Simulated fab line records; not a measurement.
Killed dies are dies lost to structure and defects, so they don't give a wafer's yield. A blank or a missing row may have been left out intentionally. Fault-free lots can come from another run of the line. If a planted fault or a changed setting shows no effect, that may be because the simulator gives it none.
Split-lot experiment + flow n5-finfet + on a route of 1938 steps: 7 lots, 21 wafers read

ABOUT THE SPLIT
At N5_SD_EPI_N_EXPOSE_06 (exposes mask SD N BLK, target cd 120 nm), the setting dose-mj was moved away from the recipe's 39.75 on 7 of the 21 wafers read, by -7.0% to +2.6%. This setting was run at the recipe's value on the other wafers.

FROM THE SPLIT TO THE READING: what the file shows between them, 2 steps
- N5_SD_EPI_N_PEB_07: peb time 60 s
- N5_SD_EPI_N_DEVELOP_08: develop time 30 s

THE READING
cd-nm, in nm, at N5_SD_EPI_N_CD_MEAS_09 (target cd 120 nm). On this fab line, fault-free wafers typically give 119.8 nm with a standard deviation of 0.67 nm.

| wafer  | tool, chamber at the split | dose-mj as run | against the recipe | cd-nm, nm | against lot-mates on the recipe |
|--------|----------------------------|----------------|--------------------|-----------|---------------------------------|
| L074.2 | arfi-scanner-03, 0         | 39.75          | recipe             | 118.9     | -                               |
| L074.4 | arfi-scanner-03, 0         | 39.75          | recipe             | 117.7     | -                               |
| L074.6 | arfi-scanner-03, 0         | 36.98          | -7.0%              | 114.3     | -4.0                            |
| L084.3 | arfi-scanner-03, 0         | 39.75          | recipe             | 119.8     | -                               |
| L084.4 | arfi-scanner-03, 0         | 37.28          | -6.2%              | 115.8     | -4.0                            |
| L084.5 | arfi-scanner-03, 0         | 37.28          | -6.2%              | 116.2     | -3.6                            |
| L085.1 | arfi-scanner-03, 0         | 37.68          | -5.2%              | 114.3     | -5.1                            |
| L085.3 | arfi-scanner-03, 0         | 39.75          | recipe             | 119.4     | -                               |
| L085.4 | arfi-scanner-03, 0         | 37.68          | -5.2%              | 114.8     | -4.6                            |
| L086.2 | arfi-scanner-01, 0         | 39.75          | recipe             | 120.3     | -                               |
| L086.5 | arfi-scanner-01, 0         | 40.67          | +2.3%              | 121.6     | +1.2                            |
| L086.6 | arfi-scanner-01, 0         | 39.75          | recipe             | 120.4     | -                               |
| L089.2 | arfi-scanner-01, 0         | 39.75          | recipe             | 119.4     | -                               |
| L089.5 | arfi-scanner-01, 0         | 39.75          | recipe             | 119.9     | -                               |
| L089.6 | arfi-scanner-01, 0         | 39.75          | recipe             | 118.7     | -                               |
| L090.1 | arfi-scanner-02, 0         | 39.75          | recipe             | 119.7     | -                               |
| L090.2 | arfi-scanner-02, 0         | 40.8           | +2.6%              | 121.5     | +1.9                            |
| L090.6 | arfi-scanner-02, 0         | 39.75          | recipe             | 119.4     | -                               |
| L093.1 | arfi-scanner-01, 0         | 39.75          | recipe             | 119.2     | -                               |
| L093.2 | arfi-scanner-01, 0         | 39.75          | recipe             | 120.4     | -                               |
| L093.5 | arfi-scanner-01, 0         | 39.75          | recipe             | 119.9     | -                               |

FIT RESULTS
A straight line over all 21 wafers: cd-nm changes by +0.738 nm for each +1% of dose-mj; r = +0.94; the points scatter about the line by 0.8 nm.
The same after taking each lot's own level away (the mean of its wafers on the recipe; 21 wafers): +0.689 nm for each +1%; r = +0.96; scatter 0.6 nm.
That fit puts the effect of the largest move of dose-mj on the reading at 4.8 nm.
The lots' own levels span 118.30 to 120.35 nm, that is 3.1 times the standard deviation above.
The two slopes are in agreement: the lot-to-lot level therefore moves the slope only a little.
Check: for one of the wafers moved furthest among these (-7.0%), held out of the fit, the line's prediction against its lot-mates is -5.13 nm. Against them it came out at -4 nm.

THESE WAFERS: OTHER SPLITS
These wafers also went through other splits before the reading. Each is held against what the fit with the lots' levels taken away leaves over:
| other split on the same wafers | wafers away from the commonest value | r with cd-nm (lot level and that fit taken away) |
|--------------------------------|--------------------------------------|--------------------------------------------------|
| N5_WELL_APT_EXPOSE_05 dose-mj  | 8                                    | -0.09                                            |
| N5_WELL_APT_PEB_06 peb-time-s  | 8                                    | +0.17                                            |
| N5_WELL_APT_COAT_19 spin-rpm   | 3                                    | +0.31                                            |
| N5_FIN_SAQP_ETCH_65 time-s     | 9                                    | +0.32                                            |
| N5_DUMMY_GATE_COAT_34 spin-rpm | 9                                    | +0.12                                            |
| N5_DUMMY_GATE_COAT_28 temp-c   | 8                                    | -0.08                                            |

THE WHOLE CHAIN: every reading that the file lists as answering this split, in the file's order
| step                   | what it does                                           | reading                                                         | change (the file's fit)               | r (the file's) |
|------------------------|--------------------------------------------------------|-----------------------------------------------------------------|---------------------------------------|----------------|
| N5_SD_EPI_N_CD_MEAS_09 | target cd 120 nm                                       | cd-nm                                                           | +0.667 nm for each +1% of the setting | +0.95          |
| N5_SD_EPI_N_DESCUM_14  | chemistry O2, time 7.9 s                               | SD_EPI_N.cd-nm (the simulator's own value, which no gauge read) | +0.648 nm for each +1% of the setting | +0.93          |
| N5_SD_EPI_N_ETCH_34    | etches SiARC in CF4, target depth 45.5 nm, time 75.8 s | SD_EPI_N.cd-nm (the simulator's own value, which no gauge read) | +0.641 nm for each +1% of the setting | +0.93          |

FILE'S OWN FIT
cd-nm changes by +0.667 nm for each +1% of dose-mj, r = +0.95.
